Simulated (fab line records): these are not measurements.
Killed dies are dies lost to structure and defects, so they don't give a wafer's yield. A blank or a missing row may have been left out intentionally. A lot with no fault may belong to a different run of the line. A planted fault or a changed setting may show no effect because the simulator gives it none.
fab line records	flow n5Finfet
record lots=9	wafers=27	lastDay=18
route steps=1938 shown MOL_CONTACT_COAG@574 BEOL_M4@1111 PASSIVATION@1936
lots untouched by any fault: they come from a run of this same line in which no faults occurred
startH: hours from the record's opening day to when the first of the lot's shown wafers began	waitH: hours elapsed since this lot's preceding step	" as in the row above	L1.1+2: several wafers, shown together as one row	- no value present, or no start provided	* or withheld: withheld	< > ~ a bound
route shown NAME@n: names a module that has steps shown in the file, with the first one's number in the route	usual: the fault-free wafers' mean and standard deviation	same: alike in all rows	chamber/n: place in a boat	sites: the reading at each site	_std_site: standard deviation of those values	_edge_site: mean of outer sites minus mean of inner sites	radiusMm: for every site, how far away it sits from the centre of the wafer	mask NAME#n: copy n	behind: the last tool/chamber to shape the wafer	hold: what put the lot on hold/how long, in hours/how the hold closed	device: transistor that didn't switch, given as n, p or np	end of line: the route-end tests of the same wafers	where a step has no rows: the recipe by itself	killed: count of dies lost to structure and defects at first sort (not the wafer's yield)	map: a wafer's dies, marking killed ones x, the rest . and places with no die _
set.NAME: setting as actually run; set.NAME@STEP: the setting as run at that earlier step	model.NAME: the simulator's own value behind a step, which no gauge read
steps of the route over a sample of lots; a table a step, a row a wafer
services: when a tool's chamber went out of use (startH, in hours from the record's first day, below 0 if earlier), for how many hours, and the reason
## steps
# step N5_MOL_CONTACT_COAG_OVL_MEAS_85
# recipe pointsPerWafer=522
# usual VG_OVL=0.1/0.67
lot.wafer	tool	chamber	startH	waitH	VG_OVL[nm]
L702.4	overlay-01	0	96.97	0.0	0.0
L702.5	"	0	"	"	-0.1
L702.6	"	0	"	"	0.4
L706.1	overlay-01	0	123.27	0.0	1.4
L706.2	"	0	"	"	0.5
L706.4	"	0	"	"	1.0
L708.1	overlay-02	0	136.89	0.0	1.1
L708.2	"	0	"	"	0.5
L708.5	"	0	"	"	0.7
L710.1	overlay-02	0	147.69	0.0	0.2
L710.4	"	0	"	"	0.7
L710.5	"	0	"	"	-0.6
L715.1	overlay-01	0	184.78	0.0	1.2
L715.5	"	0	"	"	0.3
L715.6	"	0	"	"	0.5
L718.1	overlay-01	0	193.81	0.0	-0.2
L718.4	"	0	"	"	-0.1
L718.5	"	0	"	"	-0.4
L720.1	overlay-01	0	204.55	0.0	-0.9
L720.4	"	0	"	"	-0.9
L720.6	"	0	"	"	0.0
L721.1	overlay-02	0	212.83	0.0	-0.8
L721.2	"	0	"	"	0.0
L721.6	"	0	"	"	0.2
L725.3	overlay-01	0	237.85	0.0	0.6
L725.4	"	0	"	"	0.9
L725.6	"	0	"	"	0.4
# step N5_MOL_CONTACT_COAG_DESCUM_88
# recipe chemistry=O2	timeS=7	sourcePowerW=50	biasPowerW=20	pressureMtorr=20	rfFrequencyHz=2.712e+07	tempC=40	resist=CAR-EUV	o2FlowSccm=225
# usual drypumpMotorCurrentA=5.6/0.51	oesProductAu=0.76/0.092	rfVppV=243.2/1.4	showerheadPlenumPTorr=2.10/0.08	throttleValvePct=20.40/0.27
lot.wafer	tool	chamber	startH	waitH	drypumpMotorCurrentA	oesProductAu	rfHoursCounterH	rfVppV	showerheadPlenumPTorr	throttleValvePct
L702.4	rieDiel-01	0	97.24	0.2	6.0	0.71	-	244.1	2.21	20.66
L702.5	"	1	"	"	5.9	0.74	-	243.4	2.18	20.50
L702.6	"	3	"	"	5.7	0.67	-	242.8	2.09	20.58
L706.1	rieDiel-01	3	123.36	0.0	5.7	0.67	248	242.8	2.08	20.60
L706.2	"	0	"	"	6.0	0.71	187	244.3	2.20	20.67
L706.4	"	1	"	"	5.9	0.73	-	245.0	2.18	20.53
L708.1	rieDiel-03	3	136.98	0.0	6.5	0.76	115	242.4	2.01	20.62
L708.2	"	1	"	"	5.4	0.88	11	242.2	2.06	19.94
L708.5	"	2	"	"	4.7	0.69	-	243.2	2.07	20.48
L710.1	rieDiel-01	1	147.78	0.0	5.9	0.72	169	244.2	2.18	20.53
L710.4	"	2	"	"	5.6	0.96	-	244.8	2.25	20.10
L710.5	"	0	"	"	6.0	0.69	-	244.7	2.20	20.69
L715.1	rieDiel-03	0	185.01	0.2	5.2	0.89	14	245.1	2.21	20.05
L715.5	"	0	"	"	5.2	0.89	-	245.2	2.21	20.05
L715.6	"	3	"	"	6.4	0.75	-	241.8	2.00	20.66
L718.1	rieDiel-01	1	194.40	0.5	5.9	0.71	186	243.9	2.17	20.55
L718.4	"	0	"	"	6.0	0.67	215	243.9	2.19	20.71
L718.5	"	3	"	"	5.7	0.90	-	242.5	2.08	20.16
L720.1	rieDiel-03	0	205.59	1.0	5.2	0.86	22	245.3	2.21	20.08
L720.4	"	3	"	"	6.5	0.74	140	241.9	2.00	20.68
L720.6	"	1	"	"	5.4	0.84	-	240.1	2.05	19.99
L721.1	rieDiel-05	0	212.93	0.0	5.2	0.68	197	243.6	2.06	20.05
L721.2	"	2	"	"	6.2	0.68	207	240.6	1.98	20.71
L721.6	"	3	"	"	4.8	0.71	-	243.7	2.16	20.42
L725.3	rieDiel-05	2	237.96	0.1	6.2	0.69	217	242.3	1.98	20.73
L725.4	"	1	"	"	5.4	0.70	-	243.8	2.08	20.69
L725.6	"	3	"	"	4.8	0.70	-	245.2	2.16	20.44
# step N5_MOL_CONTACT_COAG_VIA_ETCH_46
# recipe chemistry=C4F6/O2	targetDepthA=460	overetchA=92	maskMaterial=SOC	target=SiO2	biasW=455	pressureMtorr=10	timeS=40	sourceW=325	Ar_flow_sccm=300	C4F6_flow_sccm=10	O2_flow_sccm=10	ionEnergyEv=575.3	ends=endPoint
# usual drypumpMotorCurrentA=5.6/0.5	oes_f_703_au=0.78/0.09	oes_o_777_au=0.78/0.091	oesProductAu=0.68/0.073	rfFwdPowerW=323.1/1	rfVppV=1574/33	showerheadPlenumPTorr=2.84/0.1	throttleValvePct=40.8/0.72
lot.wafer	tool	chamber	startH	waitH	drypumpMotorCurrentA	oes_f_703_au	oes_o_777_au	oesProductAu	rfFwdPowerW	rfHoursCounterH	rfVppV	showerheadPlenumPTorr	throttleValvePct
L702.4	rieDiel-01	3	98.22	0.0	5.7	0.65	0.67	0.61	323.1	-	1605	2.79	40.5
L702.5	"	1	"	"	5.9	0.76	0.77	0.67	321.0	-	1632	2.93	40.4
L702.6	"	0	"	"	6.0	0.72	0.75	0.65	321.9	-	1620	2.92	40.4
L706.1	rieDiel-03	2	123.84	0.0	4.7	0.70	0.70	0.63	322.7	227	1560	2.79	40.9
L706.2	"	1	"	"	5.4	0.97	0.98	0.84	321.7	4	1571	2.80	40.1
L706.4	"	1	"	"	5.4	0.97	0.97	0.84	322.2	-	1570	2.80	40.1
L708.1	rieDiel-03	3	137.45	0.0	6.5	0.81	0.80	0.68	321.9	115	1564	2.73	41.4
L708.2	"	1	"	"	5.4	0.95	0.96	0.81	322.8	11	1570	2.80	40.1
L708.5	"	2	"	"	4.7	0.70	0.70	0.62	322.7	-	1561	2.79	40.9
L710.1	rieDiel-01	2	149.32	0.0	5.5	1.01	1.02	0.86	323.6	5	1576	3.02	40.6
L710.4	"	2	"	"	5.6	1.01	1.03	0.86	323.4	-	1576	3.02	40.6
L710.5	"	0	"	"	6.0	0.71	0.73	0.63	323.9	-	1621	2.91	40.4
L715.1	rieDiel-03	1	185.84	0.0	5.4	0.90	0.91	0.77	324.1	29	1570	2.79	40.1
L715.5	"	3	"	"	6.4	0.79	0.78	0.70	322.4	-	1564	2.72	41.4
L715.6	"	1	"	"	5.4	0.90	0.92	0.77	325.0	-	1571	2.79	40.1
L718.1	rieDiel-03	1	194.88	0.0	5.4	0.89	0.90	0.75	324.8	33	1570	2.79	40.1
L718.4	"	0	"	"	5.2	0.86	0.86	0.80	324.2	-	1598	3.06	42.1
L718.5	"	1	"	"	5.4	0.90	0.91	0.78	323.3	-	1569	2.79	40.1
L720.1	rieDiel-05	2	206.07	0.0	6.2	0.71	0.72	0.63	325.2	204	1526	2.72	42.2
L720.4	"	3	"	"	4.8	0.75	0.75	0.64	322.0	199	1584	2.93	40.8
L720.6	"	1	"	"	5.4	0.72	0.72	0.63	324.3	-	1549	2.80	40.9
L721.1	rieDiel-05	2	213.40	0.0	6.2	0.71	0.71	0.62	322.9	207	1526	2.72	42.2
L721.2	"	3	"	"	4.8	0.75	0.75	0.63	323.1	202	1583	2.93	40.7
L721.6	"	0	"	"	5.2	0.69	0.68	0.63	322.6	-	1535	2.82	39.9
L725.3	rieDiel-01	1	238.43	0.0	5.9	0.73	0.72	0.63	323.0	202	1631	2.91	40.4
L725.4	"	3	"	"	5.7	0.86	0.86	0.79	324.4	-	1604	2.77	39.8
L725.6	"	1	"	"	5.9	0.72	0.73	0.63	322.3	-	1630	2.91	40.5
# step N5_MOL_CONTACT_COAG_ETCH_47
# recipe chemistry=CH3F/O2	target=SiNx	targetDepthA=270	maskMaterial=SiO2	stopOn=W	overEtchFrac=0.2	ionEnergyEv=120	endpoint=OES-CN	pressureMtorr=30	sourceW=395	biasW=73	Ar_flow_sccm=150	CH3F_flow_sccm=30	O2_flow_sccm=20	ends=endPoint
# usual drypumpMotorCurrentA=5.6/0.5	etchRfOnTimeS=31.7/0.82	oes_f_703_au=0.77/0.093	oes_o_777_au=0.77/0.09	oesProductAu=0.68/0.078	rfFwdPowerW=386.9/1.8	rfVppV=295/6.7	showerheadPlenumPTorr=2.00/0.074	throttleValvePct=16.31/0.23
lot.wafer	tool	chamber	startH	waitH	drypumpMotorCurrentA	etchRfOnTimeS	oes_f_703_au	oes_o_777_au	oesProductAu	rfFwdPowerW	rfHoursCounterH	rfVppV	showerheadPlenumPTorr	throttleValvePct
L702.4	rieDiel-01	3	98.32	0.0	5.8	32.8	0.64	0.68	0.59	387.4	-	300	1.96	16.36
L702.5	"	1	"	"	5.9	31.5	0.75	0.74	0.66	385.9	-	307	2.07	16.36
L702.6	"	0	"	"	6.0	32.4	0.71	0.72	0.63	390.0	-	306	2.07	16.36
L706.1	rieDiel-03	2	123.95	0.0	4.7	30.9	0.70	0.70	0.63	384.8	227	292	1.97	16.35
L706.2	"	1	"	"	5.4	30.4	0.98	0.97	0.84	385.1	4	296	1.97	15.86
L706.4	"	1	"	"	5.4	30.5	0.98	0.98	0.84	384.9	-	295	1.97	15.85
L708.1	rieDiel-03	3	137.56	0.0	6.4	31.3	0.80	0.78	0.69	387.2	115	294	1.92	16.53
L708.2	"	1	"	"	5.4	30.6	0.94	0.94	0.81	389.0	11	294	1.97	15.88
L708.5	"	2	"	"	4.7	30.9	0.70	0.70	0.62	384.3	-	293	1.96	16.35
L710.1	rieDiel-01	2	149.43	0.0	5.6	31.0	1.01	1.02	0.87	388.3	5	294	2.13	15.88
L710.4	"	2	"	"	5.6	30.6	1.02	1.02	0.87	388.7	-	295	2.13	15.89
L710.5	"	0	"	"	6.0	32.0	0.69	0.70	0.62	389.0	-	305	2.06	16.39
L715.1	rieDiel-03	1	185.95	0.0	5.4	28.3	1.20	1.12	0.83	480.6	29	269	1.96	15.92
L715.5	"	3	"	"	6.4	31.4	0.79	0.78	0.68	387.9	-	293	1.92	16.55
L715.6	"	1	"	"	5.4	28.2	1.20	1.12	0.82	481.7	-	266	1.96	15.92
L718.1	rieDiel-03	1	194.99	0.0	5.4	28.0	1.20	1.11	0.82	481.9	33	267	1.96	15.95
L718.4	"	0	"	"	5.2	31.8	0.89	0.86	0.78	385.8	-	300	2.16	16.20
L718.5	"	1	"	"	5.4	28.2	1.20	1.11	0.81	481.6	-	267	1.96	15.93
L720.1	rieDiel-05	2	206.18	0.0	6.2	31.9	0.73	0.72	0.62	385.8	204	285	1.91	16.65
L720.4	"	3	"	"	4.8	30.9	0.75	0.75	0.64	384.2	199	296	2.07	16.38
L720.6	"	1	"	"	5.4	32.8	0.70	0.71	0.63	388.0	-	288	1.97	16.45
L721.1	rieDiel-05	2	213.50	0.0	6.2	31.4	0.72	0.72	0.63	385.3	207	286	1.91	16.65
L721.2	"	3	"	"	4.8	30.7	0.75	0.75	0.64	385.9	202	296	2.07	16.37
L721.6	"	0	"	"	5.2	32.4	0.69	0.69	0.62	383.5	-	287	1.98	16.21
L725.3	rieDiel-01	1	238.54	0.0	5.9	31.5	0.70	0.70	0.62	387.3	202	308	2.05	16.46
L725.4	"	3	"	"	5.7	32.5	0.84	0.88	0.77	387.3	-	301	1.95	15.92
L725.6	"	1	"	"	5.9	31.6	0.71	0.70	0.63	386.2	-	307	2.05	16.46
# step N5_BEOL_M4_RC_MEAS_101
# usual DIBL_N=37.0/2.3	DIBL_P=37.3/2.8	IOFF_N=0.17/0.046	IOFF_P=0.23/0.054	ION_N=675/14	ION_P=460/9.3	SS_N=71.7/0.73	SS_P=73.6/0.95	VT_N=249/3.9	VT_P=-250/3.9
lot.wafer	tool	chamber	startH	waitH	DIBL_N[mV/V]	DIBL_P[mV/V]	IOFF_N[nA/um]	IOFF_P[nA/um]	ION_N[uA/um]	ION_P[uA/um]	SS_N[mV/dec]	SS_P[mV/dec]	VT_N[mV]	VT_P[mV]
L702.4	prober-02	0	167.30	0.5	40.3	40.9	0.23	0.31	680	471	72.2	74.8	243	-246
L702.5	"	0	"	"	37.1	35.4	0.15	0.21	676	464	71.3	73.7	251	-251
L702.6	"	0	"	"	43.8	44.8	0.36	0.42	712	478	73.7	76.2	240	-243
L706.1	prober-01	0	193.90	0.0	36.7	38.7	0.17	0.26	681	475	70.8	74.1	248	-247
L706.2	"	0	"	"	36.7	36.8	0.16	0.21	671	459	71.5	72.5	251	-251
L706.4	"	0	"	"	36.5	38.3	0.16	0.25	679	473	71.2	73.6	251	-247
L708.1	prober-02	0	200.18	0.0	35.3	36.6	0.15	0.19	670	458	71.4	73.1	253	-255
L708.2	"	0	"	"	38.5	39.5	0.22	0.25	703	474	72.1	73.8	245	-251
L708.5	"	0	"	"	39.3	40.8	0.23	0.27	706	471	72.3	74.8	248	-249
L710.1	prober-01	0	221.92	0.0	38.9	41.4	0.20	0.29	679	467	71.3	74.8	248	-246
L710.4	"	0	"	"	37.5	38.2	0.16	0.23	682	470	72.1	74.1	249	-250
L710.5	"	0	"	"	38.8	40.7	0.21	0.28	691	474	72.2	74.7	248	-246
L715.1	prober-02	0	250.89	0.0	36.1	38.2	0.19	0.28	668	459	71.0	74.4	243	-245
L715.5	"	0	"	"	33.9	34.1	0.14	0.21	673	458	70.5	72.7	251	-250
L715.6	"	0	"	"	37.1	38.5	0.23	0.30	694	469	71.8	74.5	241	-245
L718.1	prober-01	0	285.46	0.0	39.3	41.4	0.23	0.26	687	465	72.8	74.4	246	-248
L718.4	"	0	"	"	41.2	44.0	0.28	0.32	704	470	73.7	75.4	241	-245
L718.5	"	0	"	"	36.0	36.5	0.16	0.19	681	456	71.7	73.3	248	-253
L720.1	prober-01	0	286.71	0.0	32.3	33.6	0.11	0.14	657	445	71.2	72.2	256	-257
L720.4	"	0	"	"	36.5	38.5	0.18	0.20	679	458	72.3	73.7	249	-252
L720.6	"	0	"	"	32.7	34.1	0.12	0.14	663	449	71.1	72.2	254	-258
L721.1	prober-02	0	288.93	0.0	36.2	33.2	0.15	0.18	670	456	71.6	72.5	253	-253
L721.2	"	0	"	"	37.1	35.2	0.17	0.21	676	454	71.7	72.8	250	-253
L721.6	"	0	"	"	35.3	33.1	0.13	0.18	677	466	70.6	73.1	252	-250
L725.3	prober-01	0	318.13	0.3	37.3	38.5	0.16	0.18	675	450	72.0	74.2	252	-257
L725.4	"	0	"	"	37.0	38.7	0.17	0.18	675	449	71.9	73.9	251	-256
L725.6	"	0	"	"	33.1	34.3	0.10	0.13	656	445	70.3	72.1	256	-258
# step N5_PASSIVATION_PROBE_49
# usual defectLimitedYield=91.5/1.3	killed_at_M0_to_M3=36/10	killed_at_M4_up=13/4.7	killedAtContacts=13/6.7	killedAtFrontEnd=37/9.7	killedAtOther=2.6/2.3	killedDies=101/15	killedOpen=67/12	killedShort=32/6.7	sort_bin_4_leakage=0.0/0.31	sort_bin_5_function=5.0/0.89	sort_bin_6_memory=3.2/0.63	sort_bin_8_speed=0.01/0.03	sortNPass=1079/16	sortYieldPct=91.4/1.4
# same grossDies=1180	killedAtBackSide=0
lot.wafer	tool	chamber	startH	waitH	defectLimitedYield[%]	killed_at_M0_to_M3	killed_at_M4_up	killedAtContacts	killedAtFrontEnd	killedAtOther	killedDies	killedOpen	killedShort	sort_bin_4_leakage[%]	sort_bin_5_function[%]	sort_bin_6_memory[%]	sort_bin_8_speed[%]	sortNPass	sortYieldPct[%]
L720.1	prober-02	-	402.38	0.0	92.8	28	14	15	26	2	85	68	16	0	4.1	3.1	0	1095	92.8
L720.4	prober-02	-	402.53	0.2	93.1	28	15	1	34	3	81	50	27	0	4.2	2.3	0	1099	93.1
L720.6	prober-02	-	402.63	0.3	92.5	35	9	10	34	0	88	56	29	0	4.0	3.0	0	1092	92.5
# killed by level:class
L720.1 MOL_CONTACT_COAG:geometricParticle:open=15 BEOL_M1:geometricParticle:open=11 STI_FIN_REVEAL:geometricParticle:open=8 BEOL_M0_SAQP:geometricParticle:open=8 BEOL_M4:geometricParticle:open=7 FIN_SAQP:geometricParticle:open=6 BEOL_M0_SAQP:geometricParticle:short=4 BEOL_M2:geometricParticle:open=3
L720.4 BEOL_M0:geometricParticle:open=8 FIN_SAQP:geometricParticle:open=6 DUMMY_GATE:geometricParticle:open=6 BEOL_M1:geometricParticle:open=6 BEOL_M4:geometricParticle:open=6 BEOL_M0_SAQP:geometricParticle:short=5 BEOL_M4:geometricParticle:short=5 STI_FIN_REVEAL:geometricParticle:open=4
L720.6 BEOL_M3:geometricParticle:open=13 FIN_SAQP:geometricParticle:open=9 MOL_CONTACT_COAG:geometricParticle:open=7 BEOL_M2:geometricParticle:open=7 FIN_SAQP:geometricParticle:short=6 STI_FIN_REVEAL:geometricParticle:open=5 BEOL_M1:geometricParticle:open=5 BEOL_M4:geometricParticle:open=4
## services
tool	chamber	startH	hours	kind
rieDiel-01	2	91.24	11.0	repair
rieDiel-05	1	93.44	4.1	repair
rieDiel-03	1	97.59	-	clean
rieDiel-03	1	97.59	-	consumableReplace:focusRing
rieDiel-03	1	97.59	16.3	scheduledDown
rieDiel-03	1	97.59	16.3	ventCycle
rieDiel-01	2	119.57	-	clean
rieDiel-01	2	119.57	-	consumableReplace:focusRing
rieDiel-01	2	119.57	-	consumableReplace:showerhead
rieDiel-01	2	119.57	18.6	scheduledDown
rieDiel-01	2	119.57	18.6	ventCycle
rieDiel-03	0	123.05	-	clean
rieDiel-03	0	123.05	-	consumableReplace:focusRing
rieDiel-03	0	123.05	-	consumableReplace:showerhead
rieDiel-03	0	123.05	20.3	scheduledDown
rieDiel-03	0	123.05	20.3	ventCycle
rieDiel-01	3	138.40	-	clean
rieDiel-01	3	138.40	-	consumableReplace:focusRing
rieDiel-03	2	183.21	-	clean
rieDiel-03	2	183.21	-	consumableReplace:focusRing
rieDiel-03	2	183.21	17.9	scheduledDown
rieDiel-03	2	183.21	17.9	ventCycle
rieDiel-05	3	226.98	4.9	repair
rieDiel-01	2	234.02	5.6	repair
## key
firstSign step=N5_MOL_CONTACT_COAG_ETCH_47	reading=rfFwdPowerW	direction=up	sigmas=53	usual=*	struck=*
effect step=N5_MOL_CONTACT_COAG_ETCH_47	reading=oes_f_703_au	direction=up	sigmas=4.5	usual=0.77	struck=1.20
metAt N5_MOL_CONTACT_COAG_ETCH_47
struckLots L715,L718
struckWafers L715.1,L715.6,L718.1,L718.5
notActingAt N5_MOL_CONTACT_COAG_OVL_MEAS_85,N5_MOL_CONTACT_COAG_DESCUM_88,N5_MOL_CONTACT_COAG_VIA_ETCH_46
onsetBetween 137.56 185.95
fault kind=processParameterDrift	tool=rieDiel-03	chamber=1	onsetH=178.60	steps=N5_MOL_CONTACT_COAG_ETCH_47	channel=sourceW	offset=94.8	shape=step	endH=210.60	actsIn=theseRecipesOnly	stated=395
